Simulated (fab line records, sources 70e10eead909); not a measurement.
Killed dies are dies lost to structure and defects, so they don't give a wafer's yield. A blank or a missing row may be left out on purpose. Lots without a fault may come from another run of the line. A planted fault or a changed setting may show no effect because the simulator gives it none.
Chamber matching | flow nand_harc | NHARC_P_M1_ETCH_35 on rie_diel-01: 4 sister chambers
The step etches the open film in N2/H2, target depth 40 nm, overetch 12 nm, time 43.94 s. 4 wafers are shown with their chamber, then 9 later ones without.

WAFERS WITH THEIR CHAMBER
wafer  | chamber | rf_vpp_V (V)
L080.5 | 3       | 425.6
L089.3 | 0       | 430.5
L089.4 | 1       | 431.8
L089.5 | 2       | 432.5

WAFERS WITHOUT THEIR CHAMBER
wafer  | rf_vpp_V (V)
L091.4 | 429.6
L091.5 | 427.0
L091.6 | 432.8
L092.1 | 426.0
L092.2 | 430.7
L092.6 | 430.4
L095.2 | 431.1
L095.3 | 431.8
L095.4 | 427.6

WHICH CHAMBER EACH WENT THROUGH
wafer  | from the rows above          | in truth
L091.4 | can't be placed: 0 or 1      | 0
L091.5 | 3                            | 3
L091.6 | can't be placed: 2 or 1      | 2
L092.1 | 3                            | 3
L092.2 | can't be placed: 0 or 1 or 2 | 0
L092.6 | can't be placed: 0 or 1      | 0
L095.2 | can't be placed: 0 or 1 or 2 | 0
L095.3 | can't be placed: 1 or 2 or 0 | 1
L095.4 | can't be placed: 3 or 0      | 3
Placed correctly: 2 of 9. Can't be placed from these rows: 7 (the true chamber is among the candidates in 7). Placed wrongly: 0.
How it was worked out, from the rows above alone: a wafer's distance from a chamber is the root of the sum, over the readings, of the square of ((its reading less the chamber's mean) divided by the reading's scatter). The wafer belongs to the nearest chamber; if the next one is less than 2 further off, it can't be placed. A chamber's mean is the mean of its shown wafers. The scatter: with one shown wafer a chamber, the root of the mean of the squares of how far each hidden wafer lies from its nearest shown one.
